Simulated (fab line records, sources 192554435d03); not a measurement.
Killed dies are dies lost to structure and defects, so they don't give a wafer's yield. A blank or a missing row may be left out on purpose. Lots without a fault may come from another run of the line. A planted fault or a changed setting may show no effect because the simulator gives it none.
Split-lot experiment | flow n5_finfet | 7 lots, 21 wafers read, on a route of 1938 steps

THE SPLIT
At N5_FIN_SAQP_ETCH_52 (etches SOC in N2/H2, target depth 100 nm, overetch 20 nm, time 150 s), the setting source_w was moved away from the recipe's 840 W on 10 of the 21 wafers read, by -14.9% to +17.3%. The other wafers ran this setting at the recipe's value.

The reading is taken at the split's own step.

THE READING
rf_vpp_V, in V, at N5_FIN_SAQP_ETCH_52 (etches SOC in N2/H2, target depth 100 nm, overetch 20 nm, time 150 s). Fault-free wafers of this fab line usually give 523.7 V, standard deviation 2.3 V.

wafer  | tool, chamber at the split | source_w as run, W | against the recipe | rf_vpp_V, V | against lot-mates on the recipe
L075.4 | rie_diel-05, 2             | 965.4              | +14.9%             | 498.6       | -23.2
L075.5 | rie_diel-05, 2             | 840                | recipe             | 521.8       | -
L075.6 | rie_diel-05, 1             | 965.4              | +14.9%             | 498.7       | -23.1
L076.2 | rie_diel-05, 2             | 840                | recipe             | 522.0       | -
L076.3 | rie_diel-05, 0             | 714.7              | -14.9%             | 554.4       | +32.4
L076.5 | rie_diel-05, 2             | 714.7              | -14.9%             | 549.9       | +27.9
L077.2 | rie_diel-03, 1             | 840                | recipe             | 525.0       | -
L077.3 | rie_diel-03, 3             | 840                | recipe             | 523.0       | -
L077.6 | rie_diel-03, 1             | 840                | recipe             | 523.9       | -
L080.2 | rie_diel-05, 3             | 795.8              | -5.3%              | 536.7       | +14.2
L080.3 | rie_diel-05, 1             | 840                | recipe             | 522.0       | -
L080.5 | rie_diel-05, 1             | 840                | recipe             | 522.9       | -
L087.1 | rie_diel-04, 1             | 985.7              | +17.3%             | 502.4       | -18.1
L087.3 | rie_diel-04, 2             | 840                | recipe             | 520.5       | -
L087.4 | rie_diel-04, 0             | 985.7              | +17.3%             | 495.5       | -25.0
L092.4 | rie_diel-05, 1             | 840                | recipe             | 522.0       | -
L092.5 | rie_diel-05, 3             | 748.5              | -10.9%             | 547.1       | +24.7
L092.6 | rie_diel-05, 2             | 840                | recipe             | 522.8       | -
L097.1 | rie_diel-05, 3             | 931.6              | +10.9%             | 509.3       | -16.7
L097.4 | rie_diel-05, 1             | 931.6              | +10.9%             | 504.3       | -21.7
L097.6 | rie_diel-05, 0             | 840                | recipe             | 526.0       | -

THE FIT
A straight line over all 21 wafers: rf_vpp_V changes by -1.7 V for each +1% of source_w; r = -0.98; the points scatter about the line by 3 V.
The same after taking each lot's own level away (the mean of its wafers on the recipe; 21 wafers): -1.69 V for each +1%; r = -0.98; scatter 3.4 V.
On that fit, the largest move of source_w shifts the reading by 29 V.
The lots' own levels span 520.50 to 526.00 V, that is 2.4 times the standard deviation above.
So the lot-to-lot level changes the slope little: the two slopes agree.
Check: with one of the wafers moved furthest among these (+17.3%) left out of the fit, the line predicts -29.5 V for it against its lot-mates. It came out at -18.1 V against them.
Tool readings at the split's step, against how far the setting was moved: rf_vpp_V r = -0.98.

OTHER SPLITS ON THESE WAFERS
These wafers also went through other splits before the reading. Each is held against what the fit with the lots' levels taken away leaves over:
other split on the same wafers | wafers away from the commonest value | r with rf_vpp_V (lot level and that fit taken away)
N5_ZERO_LAYER_PECVD_02 time_s  | 4                                    | -0.01
N5_ZERO_LAYER_COAT_05 spin_rpm | 10                                   | +0.18
N5_ZERO_LAYER_ETCH_18 bias_w   | 10                                   | +0.11
N5_WELL_APT_COAT_02 spin_rpm   | 5                                    | +0.03
N5_FIN_SAQP_EXPOSE_13 dose_mj  | 6                                    | -0.01

THE FILE'S OWN FIT
rf_vpp_V changes by -1.7 V for each +1% of source_w, r = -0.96.
